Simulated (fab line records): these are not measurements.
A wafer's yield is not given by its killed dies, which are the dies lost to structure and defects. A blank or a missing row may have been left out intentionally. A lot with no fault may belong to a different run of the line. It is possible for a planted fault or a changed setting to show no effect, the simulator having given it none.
Matching of chambers + flow nandHarc + 4 sister chambers for NHARC_P_M1_DESCUM_14 on rieDiel-09
The step chemistry O2, time 3 s. 22 wafers are shown with their chamber, then 11 later ones without.

WAFERS, EACH WITH ITS CHAMBER
| wafer  | chamber | drypumpMotorCurrentA (A) | oesProductAu (a.u.) | rfVppV (V) |
|--------|---------|--------------------------|---------------------|------------|
| L075.1 | 1       | 5.8                      | 1.001               | 58.0       |
| L075.2 | 3       | 5.9                      | 1.007               | 57.2       |
| L075.4 | 2       | 5.8                      | 1.018               | 56.6       |
| L076.2 | 2       | 5.8                      | 1.019               | 57.0       |
| L076.4 | 1       | 5.9                      | 1.008               | 56.0       |
| L076.6 | 2       | 5.8                      | 1.015               | 57.4       |
| L076.1 | 0       | 6.0                      | 1.001               | 58.9       |
| L076.3 | 3       | 5.9                      | 0.992               | 57.6       |
| L076.5 | 1       | 5.9                      | 1.001               | 58.8       |
| L078.1 | 3       | 5.8                      | 1.008               | 58.4       |
| L078.2 | 2       | 5.8                      | 1.008               | 58.3       |
| L078.6 | 3       | 5.8                      | 1.009               | 55.9       |
| L078.3 | 1       | 5.8                      | 1.009               | 57.8       |
| L078.4 | 0       | 6.1                      | 1.009               | 58.4       |
| L078.5 | 0       | 6.0                      | 1.005               | 57.5       |
| L082.1 | 0       | 6.1                      | 1.005               | 59.3       |
| L082.3 | 1       | 5.9                      | 1.003               | 56.4       |
| L082.6 | 2       | 5.8                      | 1.012               | 57.1       |
| L084.1 | 1       | 5.9                      | 1.005               | 57.8       |
| L084.4 | 3       | 5.8                      | 1.005               | 58.9       |
| L084.6 | 0       | 6.1                      | 1.000               | 58.0       |
| L090.1 | 3       | 5.9                      | 1.002               | 56.9       |

SIGNATURES (means of the wafers above)
| reading              | chamber 0 | chamber 1 | chamber 2 | chamber 3 | scatter within a chamber |
|----------------------|-----------|-----------|-----------|-----------|--------------------------|
| drypumpMotorCurrentA | 6.060     | 5.867     | 5.800     | 5.850     | 0.0473                   |
| oesProductAu         | 1.00400   | 1.00450   | 1.01440   | 1.00383   | 0.00466                  |
| rfVppV               | 58.420    | 57.467    | 57.280    | 57.483    | 0.913                    |
Rule: distance of a wafer from a chamber = root of the sum over the readings of ((wafer's reading minus chamber's mean) / reading's scatter) squared. The wafer belongs to the nearest chamber; if the next one is less than 2 further off, it can't be placed. The scatter is the square root of a quotient: the sum, over the shown wafers, of each reading's squared deviation from its chamber's mean, divided by wafers minus chambers.

WAFERS MISSING THEIR CHAMBER
| wafer  | drypumpMotorCurrentA (A) | oesProductAu (a.u.) | rfVppV (V) |
|--------|--------------------------|---------------------|------------|
| L090.5 | 5.8                      | 1.008               | 58.1       |
| L090.6 | 6.1                      | 1.006               | 57.9       |
| L093.1 | 5.9                      | 1.008               | 58.7       |
| L093.2 | 6.1                      | 1.011               | 60.0       |
| L093.4 | 5.8                      | 1.009               | 57.2       |
| L092.1 | 6.1                      | 1.005               | 57.6       |
| L092.5 | 5.8                      | 1.010               | 56.9       |
| L092.6 | 5.9                      | 0.998               | 58.7       |
| L094.2 | 6.1                      | 1.005               | 58.5       |
| L094.3 | 5.8                      | 0.997               | 58.7       |
| L094.6 | 6.1                      | 1.004               | 58.2       |

WHICH CHAMBER EACH WENT THROUGH
| wafer  | from the rows above               | in truth |
|--------|-----------------------------------|----------|
| L090.5 | can't be placed: 3 or 2 or 1      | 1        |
| L090.6 | 0                                 | 0        |
| L093.1 | can't be placed: 1 or 3 or 2 or 0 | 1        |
| L093.2 | 0                                 | 0        |
| L093.4 | can't be placed: 2 or 3 or 1      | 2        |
| L092.1 | 0                                 | 0        |
| L092.5 | can't be placed: 2 or 3 or 1      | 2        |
| L092.6 | can't be placed: 1 or 3 or 0      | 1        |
| L094.2 | 0                                 | 0        |
| L094.3 | can't be placed: 3 or 1 or 2      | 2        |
| L094.6 | 0                                 | 0        |
5 of 11 placed correctly. Can't be placed from these rows: 6 (the true chamber is among the candidates in 6). Wrongly placed: 0.
